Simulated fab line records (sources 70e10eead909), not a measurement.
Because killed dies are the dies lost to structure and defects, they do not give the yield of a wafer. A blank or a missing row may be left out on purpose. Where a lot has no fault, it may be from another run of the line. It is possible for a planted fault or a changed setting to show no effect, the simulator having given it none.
fab line records	flow nand_harc
record: lots: 24	wafers: 72	last_day: 24
route steps=1159 shown A_BLC@988 A_M0@1006
lots that met no fault: taken from a fault-free run of the same line
start_h: hours from the record's opening day to when the first of the lot's shown wafers began	wait_h: how many hours have passed since the lot's step before this one	" same as the row above	L1.1+2: a row that stands for several wafers	- no value, or no start was given	* or withheld: withheld	< > ~ a bound
route shown NAME@n: names a module that has steps shown in the file, with the first one's number in the route	usual: average and standard deviation across the fault-free wafers	same: alike in all rows	chamber/n: place in a boat	sites: per-site readings	_std_site: the standard deviation of these	_edge_site: the outer-site mean with the inner-site mean subtracted	radius_mm: for every site, how far away it sits from the centre of the wafer	mask NAME#n: copy n	behind: the tool/chamber that last shaped the wafer	hold: why the lot went on hold/how many hours it stayed there/how the hold came to an end	device: the transistor (n, p or np) that didn't switch	end of line: the tests these same wafers got at the end of their route	a step without rows: its recipe alone	killed: dies that structure and defects cost at the first sort, which is not the same as the wafer's yield	map: dies across one wafer; x = killed, . = not, _ = none there
set.NAME: the setting as run; set.NAME@STEP: as run at that earlier step	model.NAME: the simulator's own value behind a step, which no gauge read
the route's steps for a sample of lots (tables are steps, rows are wafers)
services: the hour from which a tool's chamber was out of use, counted from the record's first day as start_h (under 0 if before that day), plus the number of hours and why
== steps ==
step: NHARC_A_BLC_ALD_23
recipe: target_thk_a: 30	pulse_time_s: 1	ald_cycles: 150	temp_c: 450	material: TiN
usual: heater_power_w: 1105/88	precursor_pulse_height_rel: 0.998/0.02	susceptor_temp_C: 449.99/0.2
same: pulse_time_s: 1
lot.wafer	tool	chamber	start_h	wait_h	heater_power_w	precursor_pulse_height_rel	susceptor_temp_C
L074.1	ald_metal-01	3	389.21	-	1082	1.005	449.93
L074.4	"	1	"	"	1137	1.005	450.09
L074.6	"	3	"	"	1088	1.015	449.82
L077.1	ald_metal-02	3	408.48	-	1050	0.979	449.85
L077.3	"	0	"	"	1185	1.011	450.21
L077.6	"	1	"	"	1129	1.037	450.03
L075.4	ald_metal-02	0	410.72	-	1208	0.946	449.54
L075.6	"	0	"	"	1215	1.003	450.13
L075.5	"	1	"	"	1157	0.982	449.76
L078.2	ald_metal-01	1	427.36	-	1167	0.943	450.05
L078.4	"	2	"	"	925	1.011	449.93
L078.6	"	1	"	"	1176	1.029	449.65
L076.3	ald_metal-02	2	427.64	-	1144	1.034	449.97
L076.1	"	1	"	"	1158	1.018	450.27
L076.6	"	3	"	"	1050	0.978	450.33
L079.2	ald_metal-04	1	428.30	-	1026	0.986	450.02
L079.4	"	2	"	"	1057	0.995	450.13
L079.6	"	1	"	"	1019	1.018	449.93
L080.1	ald_metal-04	1	433.23	-	1019	1.014	-
L080.6	"	1	"	"	1047	0.994	-
L080.5	"	2	"	"	1053	1.016	-
L081.4	ald_metal-04	2	433.93	-	1037	1.011	450.37
L081.1	"	3	"	"	965	0.975	450.13
L081.6	"	3	"	"	998	0.994	449.81
L083.3	ald_metal-02	2	449.09	-	1115	1.016	449.93
L083.4	"	3	"	"	1045	1.026	450.29
L083.5	"	2	"	"	1136	1.003	449.94
L082.4	ald_metal-04	0	451.38	-	1178	1.016	449.81
L082.2	"	3	"	"	982	0.982	450.36
L082.6	"	1	"	"	1008	0.992	449.66
L085.1	ald_metal-02	1	460.08	-	1174	1.017	449.94
L085.6	"	3	"	"	1011	1.012	450.42
L085.5	"	0	"	"	1190	0.981	449.78
L084.4	ald_metal-04	1	460.75	-	1035	0.974	450.06
L084.2	"	3	"	"	974	1.020	449.99
L084.5	"	2	"	"	1041	0.986	450.49
L088.1	ald_metal-04	0	466.90	-	1242	1.007	449.86
L088.4	"	2	"	"	1045	0.949	450.33
L088.5	"	0	"	"	1272	1.022	449.80
L086.1	ald_metal-04	3	469.89	-	1007	0.990	450.01
L086.2	"	1	"	"	1034	0.994	449.98
L086.4	"	2	"	"	1045	1.016	450.13
L087.3	ald_metal-04	0	475.37	-	1267	0.998	449.87
L087.2	"	1	"	"	1019	0.989	449.74
L087.6	"	1	"	"	1014	1.013	450.21
L090.1	ald_metal-01	0	476.58	-	1128	1.015	449.86
L090.6	"	0	"	"	1107	1.035	449.75
L090.4	"	1	"	"	1120	0.987	450.06
L089.2	ald_metal-04	0	477.32	-	1251	0.992	449.85
L089.4	"	3	"	"	1004	0.972	450.02
L089.5	"	0	"	"	1243	0.979	449.82
L091.3	ald_metal-04	1	496.01	-	1022	1.010	450.03
L091.1	"	2	"	"	1055	0.979	449.91
L091.6	"	1	"	"	1022	1.000	449.94
L092.1	ald_metal-01	0	496.59	-	1148	1.024	449.56
L092.4	"	0	"	"	1133	0.977	449.89
L092.6	"	1	"	"	1121	0.984	449.61
L093.3	ald_metal-04	2	498.38	-	1053	0.982	450.12
L093.2	"	3	"	"	983	0.968	450.41
L093.6	"	2	"	"	1046	0.980	449.99
L097.4	ald_metal-02	2	516.59	-	1144	0.994	449.92
L097.1	"	3	"	"	1018	1.009	450.09
L097.6	"	3	"	"	1044	1.006	449.89
L095.3	ald_metal-04	0	521.24	-	1259	0.998	450.08
L095.2	"	1	"	"	1031	0.966	449.78
L095.5	"	0	"	"	1277	1.013	450.07
L094.3	ald_metal-01	0	521.92	-	1116	0.988	449.87
L094.6	"	0	"	"	1114	0.997	450.12
L094.5	"	1	"	"	1140	0.980	450.21
L096.4	ald_metal-02	0	524.57	-	1235	0.983	450.06
L096.1	"	1	"	"	1147	0.985	450.06
L096.2	"	2	"	"	1141	0.989	449.69
step: NHARC_A_M0_INSPECT_11
usual: raw_defect_count: 30/15
lot.wafer	tool	chamber	start_h	wait_h	raw_defect_count
L074.1	defect_inspect-01	-	400.81	0.0	26
L074.4	"	-	"	"	41
L074.6	"	-	"	"	28
L077.1	defect_inspect-01	-	410.69	0.0	10
L077.3	"	-	"	"	8
L077.6	"	-	"	"	10
L075.4	defect_inspect-01	-	412.89	0.0	33
L075.5	"	-	"	"	37
L075.6	"	-	"	"	37
L078.2	defect_inspect-01	-	431.26	0.0	20
L078.4	"	-	"	"	20
L078.6	"	-	"	"	23
L076.1	defect_inspect-02	-	431.77	0.0	22
L076.3	"	-	"	"	20
L076.6	"	-	"	"	21
L079.2	defect_inspect-01	-	431.81	0.0	11
L079.4	"	-	"	"	8
L079.6	"	-	"	"	9
L080.1	defect_inspect-02	-	438.58	0.0	27
L080.5	"	-	"	"	14
L080.6	"	-	"	"	33
L081.1	defect_inspect-01	-	438.77	0.0	47
L081.4	"	-	"	"	39
L081.6	"	-	"	"	40
L083.3	defect_inspect-01	-	451.26	0.0	21
L083.4	"	-	"	"	13
L083.5	"	-	"	"	18
L082.2	defect_inspect-01	-	453.54	0.0	59
L082.4	"	-	"	"	58
L082.6	"	-	"	"	40
L085.1	defect_inspect-01	-	464.63	0.0	51
L085.5	"	-	"	"	47
L085.6	"	-	"	"	32
L084.2	defect_inspect-01	-	465.82	0.0	17
L084.4	"	-	"	"	14
L084.5	"	-	"	"	18
L088.1	defect_inspect-01	-	469.07	0.0	15
L088.4	"	-	"	"	17
L088.5	"	-	"	"	10
L086.1	defect_inspect-02	-	474.93	0.0	24
L086.2	"	-	"	"	22
L086.4	"	-	"	"	22
L087.2	defect_inspect-02	-	478.13	0.0	40
L087.3	"	-	"	"	50
L087.6	"	-	"	"	46
L090.1	defect_inspect-02	-	483.98	0.0	37
L090.4	"	-	"	"	34
L090.6	"	-	"	"	43
L089.2	defect_inspect-02	-	484.54	0.0	29
L089.4	"	-	"	"	43
L089.5	"	-	"	"	45
L091.1	defect_inspect-01	-	500.09	0.0	42
L091.3	"	-	"	"	51
L091.6	"	-	"	"	50
L092.1	defect_inspect-02	-	504.78	0.0	25
L092.4	"	-	"	"	11
L092.6	"	-	"	"	18
L093.2	defect_inspect-01	-	505.23	0.0	28
L093.3	"	-	"	"	14
L093.6	"	-	"	"	12
L097.1	defect_inspect-01	-	518.76	0.0	32
L097.4	"	-	"	"	38
L097.6	"	-	"	"	33
L095.2	defect_inspect-02	-	523.60	0.0	44
L095.3	"	-	"	"	51
L095.5	"	-	"	"	45
L094.3	defect_inspect-01	-	524.08	0.0	54
L094.5	"	-	"	"	60
L094.6	"	-	"	"	60
L096.1	defect_inspect-01	-	526.76	0.0	19
L096.2	"	-	"	"	10
L096.4	"	-	"	"	21
step: NHARC_A_M0_ETCH_15
recipe: target_depth_a: 1500	overetch_a: 150	time_s: 82.5	c4f8_flow_sccm: withheld	ar_flow_sccm: 400	rf_w: 600	bias_w: 300	chemistry: C4F8/Ar
usual: oes_product_au: 0.951/0.022	rf_vpp_V: 440.7/2.5
lot.wafer	tool	chamber	start_h	wait_h	oes_product_au	rf_hours_counter_h	rf_vpp_V
L074.4	rie_diel-10	3	-	-	0.976	3	444.3
L074.1	"	1	"	"	0.979	3	440.8
L074.6	"	3	"	"	0.974	-	442.9
L077.1	rie_diel-03	0	-	-	0.984	0	439.1
L077.3	"	2	"	"	0.961	0	437.3
L077.6	"	1	"	"	0.960	-	437.3
L075.4	rie_diel-03	3	-	-	0.960	0	438.6
L075.5	"	2	"	"	0.976	-	436.5
L075.6	"	3	"	"	0.959	-	438.7
L078.2	rie_diel-10	0	431.58	0.1	0.945	5	442.6
L078.4	"	0	"	"	0.945	-	441.8
L078.6	"	2	"	"	0.957	-	442.3
L076.3	rie_diel-05	2	-	-	0.945	4	441.8
L076.1	"	0	"	"	0.958	5	438.4
L076.6	"	1	"	"	0.951	-	438.3
L079.2	rie_diel-05	0	-	-	0.949	5	439.1
L079.4	"	1	"	"	0.956	6	436.9
L079.6	"	0	"	"	0.947	-	437.6
L080.1	rie_diel-10	3	-	-	0.950	6	444.1
L080.6	"	3	"	"	0.959	-	443.7
L080.5	"	0	"	"	0.949	-	440.1
L081.1	rie_diel-05	0	-	-	0.926	5	438.6
L081.4	"	1	"	"	0.926	6	436.1
L081.6	"	0	"	"	0.923	-	439.0
L083.3	rie_diel-05	3	-	-	0.923	7	441.1
L083.4	"	0	"	"	0.929	6	437.3
L083.5	"	1	"	"	0.933	-	437.6
L082.4	rie_diel-10	0	-	-	0.987	7	439.0
L082.2	"	2	"	"	0.963	6	442.9
L082.6	"	3	"	"	0.990	-	444.0
L085.1	rie_diel-05	1	-	-	0.979	7	437.6
L085.5	"	3	"	"	0.962	-	441.4
L085.6	"	0	"	"	0.948	-	438.5
L084.2	rie_diel-10	0	-	-	0.966	8	440.1
L084.4	"	2	"	"	0.951	8	443.8
L084.5	"	1	"	"	0.948	-	441.3
L088.4	rie_diel-10	1	-	-	0.937	7	441.6
L088.1	"	3	"	"	0.930	8	443.3
L088.5	"	1	"	"	0.920	-	440.7
L086.4	rie_diel-05	0	-	-	0.929	7	439.0
L086.1	"	1	"	"	0.929	8	435.6
L086.2	"	3	"	"	0.932	8	440.5
L087.2	rie_diel-10	3	-	-	0.983	9	443.0
L087.3	"	0	"	"	0.979	9	441.0
L087.6	"	3	"	"	0.971	-	444.2
L090.1	rie_diel-03	3	-	-	0.974	4	439.3
L090.4	"	0	"	"	0.982	4	439.3
L090.6	"	1	"	"	0.975	-	438.1
L089.4	rie_diel-03	1	-	-	0.927	4	437.8
L089.2	"	0	"	"	0.921	4	437.9
L089.5	"	2	"	"	0.928	-	437.0
L091.3	rie_diel-03	1	-	-	0.925	5	436.8
L091.1	"	3	"	"	0.938	5	440.5
L091.6	"	0	"	"	0.929	-	438.8
L092.1	rie_diel-10	2	-	-	0.918	11	443.1
L092.4	"	3	"	"	0.927	10	443.7
L092.6	"	0	"	"	0.918	-	441.1
L093.3	rie_diel-10	1	-	-	0.920	9	442.6
L093.2	"	3	"	"	0.927	10	443.6
L093.6	"	1	"	"	0.921	-	441.4
L097.1	rie_diel-10	0	-	-	0.972	12	442.0
L097.4	"	2	"	"	0.965	12	444.6
L097.6	"	0	"	"	0.965	-	440.4
L095.2	rie_diel-10	1	-	-	0.962	10	441.0
L095.3	"	0	"	"	0.917	12	441.6
L095.5	"	2	"	"	0.925	-	442.4
L094.3	rie_diel-10	1	-	-	0.975	10	442.7
L094.5	"	0	"	"	0.974	-	440.4
L094.6	"	1	"	"	0.967	-	441.2
L096.2	rie_diel-10	1	-	-	0.983	10	442.7
L096.4	"	3	"	"	0.964	12	446.0
L096.1	"	0	"	"	0.965	13	440.5
step: NHARC_A_M0_PVD_20
recipe: target_thk_a: 50	bias_v: 168.6	power_w: 15000	chamber_pressure_pa: 0.12	time_s: 8.06	substrate_temp_c: 50	material: TaN
usual: throttle_valve_pct: 29.8/1.3
lot.wafer	tool	chamber	start_h	wait_h	throttle_valve_pct
L074.1	pvd_sputter-01	-	-	-	30.9
L074.4	"	-	"	"	30.5
L074.6	"	-	"	"	30.7
L077.3	pvd_sputter-02	-	-	-	30.3
L077.1	"	-	"	"	28.2
L077.6	"	-	"	"	31.3
L075.4	pvd_sputter-02	-	-	-	30.3
L075.5	"	-	"	"	30.4
L075.6	"	-	"	"	28.7
L078.4	pvd_sputter-03	-	-	-	30.7
L078.2	"	-	"	"	30.2
L078.6	"	-	"	"	30.8
L076.3	pvd_sputter-02	-	-	-	31.0
L076.1	"	-	"	"	30.5
L076.6	"	-	"	"	30.3
L079.2	pvd_sputter-01	-	-	-	27.8
L079.4	"	-	"	"	30.7
L079.6	"	-	"	"	27.7
L080.1	pvd_sputter-02	-	-	-	30.4
L080.5	"	-	"	"	30.5
L080.6	"	-	"	"	28.5
L081.4	pvd_sputter-03	-	-	-	30.8
L081.1	"	-	"	"	30.7
L081.6	"	-	"	"	30.7
L083.3	pvd_sputter-03	-	-	-	30.5
L083.4	"	-	"	"	30.6
L083.5	"	-	"	"	30.7
L082.4	pvd_sputter-01	-	-	-	30.4
L082.2	"	-	"	"	30.4
L082.6	"	-	"	"	30.8
L085.1	pvd_sputter-02	-	-	-	28.1
L085.6	"	-	"	"	27.8
L085.5	"	-	"	"	31.0
L084.2	pvd_sputter-01	-	-	-	30.5
L084.4	"	-	"	"	27.9
L084.5	"	-	"	"	30.4
L088.1	pvd_sputter-02	-	-	-	27.8
L088.4	"	-	"	"	30.5
L088.5	"	-	"	"	28.7
L086.2	pvd_sputter-02	-	-	-	28.6
L086.1	"	-	"	"	28.0
L086.4	"	-	"	"	31.2
L087.3	pvd_sputter-01	-	-	-	30.5
L087.2	"	-	"	"	30.5
L087.6	"	-	"	"	27.8
L090.4	pvd_sputter-02	-	-	-	28.2
L090.1	"	-	"	"	31.0
L090.6	"	-	"	"	28.0
L089.2	pvd_sputter-01	-	-	-	27.8
L089.4	"	-	"	"	30.5
L089.5	"	-	"	"	30.4
L091.1	pvd_sputter-02	-	-	-	27.8
L091.3	"	-	"	"	31.5
L091.6	"	-	"	"	28.0
L092.4	pvd_sputter-02	-	-	-	28.8
L092.1	"	-	"	"	28.1
L092.6	"	-	"	"	31.3
L093.3	pvd_sputter-01	-	-	-	30.6
L093.2	"	-	"	"	30.6
L093.6	"	-	"	"	27.7
L097.1	pvd_sputter-02	-	-	-	28.9
L097.4	"	-	"	"	28.0
L097.6	"	-	"	"	31.2
L095.2	pvd_sputter-02	-	-	-	31.2
L095.3	"	-	"	"	28.6
L095.5	"	-	"	"	28.1
L094.3	pvd_sputter-02	-	-	-	31.1
L094.6	"	-	"	"	30.5
L094.5	"	-	"	"	28.8
L096.2	pvd_sputter-02	-	-	-	28.8
L096.4	"	-	"	"	28.1
L096.1	"	-	"	"	30.3
step: NHARC_A_M0_PVD_21
recipe: target_thk_a: 300	chamber_pressure_pa: 5	power_w: 5000	substrate_temp_c: 30	time_s: 20.49	material: Cu
usual: throttle_valve_pct: 29.8/1.2
lot.wafer	tool	chamber	start_h	wait_h	throttle_valve_pct
L074.1	pvd_sputter-01	-	-	-	27.8
L074.4	"	-	"	"	30.5
L074.6	"	-	"	"	27.6
L077.3	pvd_sputter-02	-	-	-	31.0
L077.1	"	-	"	"	28.0
L077.6	"	-	"	"	31.3
L075.4	pvd_sputter-02	-	-	-	31.0
L075.6	"	-	"	"	30.3
L075.5	"	-	"	"	28.7
L078.2	pvd_sputter-03	-	-	-	30.9
L078.4	"	-	"	"	30.5
L078.6	"	-	"	"	30.7
L076.1	pvd_sputter-02	-	-	-	28.1
L076.3	"	-	"	"	28.7
L076.6	"	-	"	"	27.9
L079.2	pvd_sputter-01	-	-	-	27.9
L079.4	"	-	"	"	30.7
L079.6	"	-	"	"	30.9
L080.1	pvd_sputter-02	-	-	-	28.6
L080.5	"	-	"	"	28.8
L080.6	"	-	"	"	27.9
L081.4	pvd_sputter-03	-	-	-	30.7
L081.1	"	-	"	"	30.7
L081.6	"	-	"	"	30.4
L083.3	pvd_sputter-03	-	-	-	30.6
L083.4	"	-	"	"	31.7
L083.5	"	-	"	"	30.7
L082.4	pvd_sputter-01	-	-	-	30.4
L082.2	"	-	"	"	30.4
L082.6	"	-	"	"	30.7
L085.1	pvd_sputter-02	-	-	-	30.4
L085.6	"	-	"	"	28.8
L085.5	"	-	"	"	28.3
L084.2	pvd_sputter-01	-	-	-	30.4
L084.4	"	-	"	"	30.6
L084.5	"	-	"	"	27.7
L088.1	pvd_sputter-02	-	-	-	31.1
L088.4	"	-	"	"	30.4
L088.5	"	-	"	"	28.3
L086.1	pvd_sputter-02	-	-	-	31.1
L086.4	"	-	"	"	28.8
L086.2	"	-	"	"	28.0
L087.3	pvd_sputter-01	-	-	-	30.6
L087.2	"	-	"	"	27.9
L087.6	"	-	"	"	30.7
L090.1	pvd_sputter-02	-	-	-	28.5
L090.4	"	-	"	"	31.2
L090.6	"	-	"	"	28.6
L089.4	pvd_sputter-01	-	-	-	30.4
L089.2	"	-	"	"	30.6
L089.5	"	-	"	"	30.7
L091.1	pvd_sputter-02	-	-	-	28.1
L091.3	"	-	"	"	31.2
L091.6	"	-	"	"	28.3
L092.4	pvd_sputter-02	-	-	-	30.7
L092.1	"	-	"	"	31.0
L092.6	"	-	"	"	28.9
L093.2	pvd_sputter-01	-	-	-	30.7
L093.3	"	-	"	"	27.5
L093.6	"	-	"	"	30.6
L097.1	pvd_sputter-02	-	-	-	28.7
L097.4	"	-	"	"	30.4
L097.6	"	-	"	"	28.5
L095.3	pvd_sputter-02	-	-	-	31.4
L095.2	"	-	"	"	30.4
L095.5	"	-	"	"	31.0
L094.3	pvd_sputter-02	-	-	-	30.2
L094.6	"	-	"	"	28.7
L094.5	"	-	"	"	27.9
L096.4	pvd_sputter-02	-	-	-	30.5
L096.2	"	-	"	"	29.0
L096.1	"	-	"	"	31.0
step: NHARC_A_M0_THK_MEAS_24
recipe: thk_meas_gauge: xrf
usual: thk_nm: 114.0/1.4
lot.wafer	tool	chamber	start_h	wait_h	thk_nm
L074.1	film_metro-01	-	403.33	-	112.9
L074.4	"	-	"	"	111.4
L074.6	"	-	"	"	114.1
L077.1	film_metro-01	-	413.09	-	113.4
L077.3	"	-	"	"	113.6
L077.6	"	-	"	"	113.3
L075.4	film_metro-01	-	415.27	-	115.3
L075.5	"	-	"	"	112.7
L075.6	"	-	"	"	114.8
L078.2	film_metro-02	-	433.78	-	114.0
L078.4	"	-	"	"	112.6
L078.6	"	-	"	"	112.1
L076.1	film_metro-02	-	434.36	-	113.3
L076.3	"	-	"	"	114.2
L076.6	"	-	"	"	112.9
L079.2	film_metro-01	-	434.47	-	115.4
L079.4	"	-	"	"	115.1
L079.6	"	-	"	"	113.8
L080.1	film_metro-02	-	441.00	-	112.3
L080.5	"	-	"	"	114.4
L080.6	"	-	"	"	112.4
L081.1	film_metro-01	-	441.30	-	114.3
L081.4	"	-	"	"	112.9
L081.6	"	-	"	"	115.8
L083.3	film_metro-01	-	453.65	-	114.6
L083.4	"	-	"	"	113.7
L083.5	"	-	"	"	113.3
L082.2	film_metro-01	-	456.27	-	114.5
L082.4	"	-	"	"	113.8
L082.6	"	-	"	"	115.2
L085.1	film_metro-02	-	466.99	-	115.2
L085.5	"	-	"	"	115.2
L085.6	"	-	"	"	115.1
L084.2	film_metro-01	-	468.22	-	115.7
L084.4	"	-	"	"	114.1
L084.5	"	-	"	"	115.5
L088.1	film_metro-02	-	471.47	-	116.1
L088.4	"	-	"	"	112.4
L088.5	"	-	"	"	113.1
L086.1	film_metro-02	-	477.30	-	113.7
L086.2	"	-	"	"	114.5
L086.4	"	-	"	"	113.8
L087.2	film_metro-01	-	480.51	-	113.4
L087.3	"	-	"	"	113.6
L087.6	"	-	"	"	113.3
L090.1	film_metro-01	-	486.45	-	115.3
L090.4	"	-	"	"	113.6
L090.6	"	-	"	"	115.6
L089.2	film_metro-01	-	486.94	-	113.4
L089.4	"	-	"	"	114.9
L089.5	"	-	"	"	115.8
L091.1	film_metro-02	-	502.51	-	109.8
L091.3	"	-	"	"	114.0
L091.6	"	-	"	"	112.2
L092.1	film_metro-02	-	507.20	-	114.4
L092.4	"	-	"	"	116.7
L092.6	"	-	"	"	113.5
L093.2	film_metro-02	-	507.74	-	115.2
L093.3	"	-	"	"	113.1
L093.6	"	-	"	"	113.3
L097.1	film_metro-01	-	521.18	-	114.2
L097.4	"	-	"	"	113.7
L097.6	"	-	"	"	111.1
L095.2	film_metro-01	-	526.16	-	112.9
L095.3	"	-	"	"	114.6
L095.5	"	-	"	"	113.8
L094.3	film_metro-01	-	526.59	-	112.0
L094.5	"	-	"	"	112.9
L094.6	"	-	"	"	113.4
L096.1	film_metro-01	-	529.15	-	114.4
L096.2	"	-	"	"	117.1
L096.4	"	-	"	"	115.7
== services ==
tool	chamber	start_h	hours	kind
pvd_sputter-01	-	376.08	1.0	repair
rie_diel-05	2	382.90	21.9	repair
ald_metal-01	2	385.67	3.6	repair
rie_diel-10	0	387.21	-	clean
pvd_sputter-03	-	388.46	0.5	repair
pvd_sputter-03	-	391.83	12.8	repair
pvd_sputter-02	-	392.00	10.0	pm
rie_diel-03	-	392.30	9.0	pm
ald_metal-04	-	406.00	10.0	pm
pvd_sputter-03	-	406.45	8.6	repair
rie_diel-10	1	418.73	20.9	repair
rie_diel-10	3	430.92	3.0	repair
pvd_sputter-01	-	435.69	2.1	repair
rie_diel-05	3	455.23	4.1	repair
ald_metal-01	-	458.00	10.0	pm
pvd_sputter-03	-	458.00	10.0	pm
pvd_sputter-03	-	471.96	0.8	repair
ald_metal-01	2	472.80	24.6	repair
pvd_sputter-01	-	498.02	3.1	repair
rie_diel-03	2	504.50	8.7	repair
pvd_sputter-03	-	507.90	2.0	repair
rie_diel-05	-	517.79	9.0	pm
pvd_sputter-01	-	518.10	10.0	pm
pvd_sputter-03	-	522.58	3.6	repair
== key ==
fault none
